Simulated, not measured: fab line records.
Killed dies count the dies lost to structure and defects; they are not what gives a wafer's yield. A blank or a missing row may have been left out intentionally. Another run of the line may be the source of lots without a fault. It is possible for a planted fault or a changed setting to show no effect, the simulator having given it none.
Matching of chambers -- flow n5Finfet -- N5_BEOL_M11_VIA_ETCH_34 on rieDiel-04: 4 sister chambers
The step etches SiCOH lowk in C4F6/O2, target depth 184.5 nm, time 69.2 s. 8 wafers are shown with their chamber, then 8 later ones without.

EACH WAFER AND ITS CHAMBER
wafer,chamber,drypumpMotorCurrentA (A),rfVppV (V)
L075.4,0,5.1,676
L081.3,2,6.3,642
L083.2,2,6.3,641
L083.5,3,6.1,645
L086.1,1,5.0,641
L086.3,0,5.1,674
L086.4,3,6.0,645
L090.3,1,5.0,641

WAFERS WITH NO CHAMBER GIVEN
wafer,drypumpMotorCurrentA (A),rfVppV (V)
L090.5,5.0,642
L090.6,6.0,644
L094.1,6.3,640
L094.2,5.1,673
L094.6,5.1,672
L097.1,6.3,641
L097.3,6.1,644
L097.5,6.3,640

WHICH CHAMBER EACH WENT THROUGH
wafer,from the rows above,in truth
L090.5,1,1
L090.6,3,3
L094.1,2,2
L094.2,0,0
L094.6,0,0
L097.1,2,2
L097.3,3,3
L097.5,2,2
Correctly placed: 8 of 8. From these rows, 0 cannot be placed. Placed wrongly: 0.
How it was worked out, from the rows above alone: a wafer's distance from a chamber is the root of the sum, over the readings, of the square of ((its reading less the chamber's mean) divided by the reading's scatter). If the next closest chamber is less than 2 further off than the closest, the wafer can't be placed; otherwise it belongs to the closest. A chamber's mean is the mean of its shown wafers. The scatter: take each reading less its chamber's mean, square it, sum over the shown wafers, divide by the number of wafers less the number of chambers, and take the root.
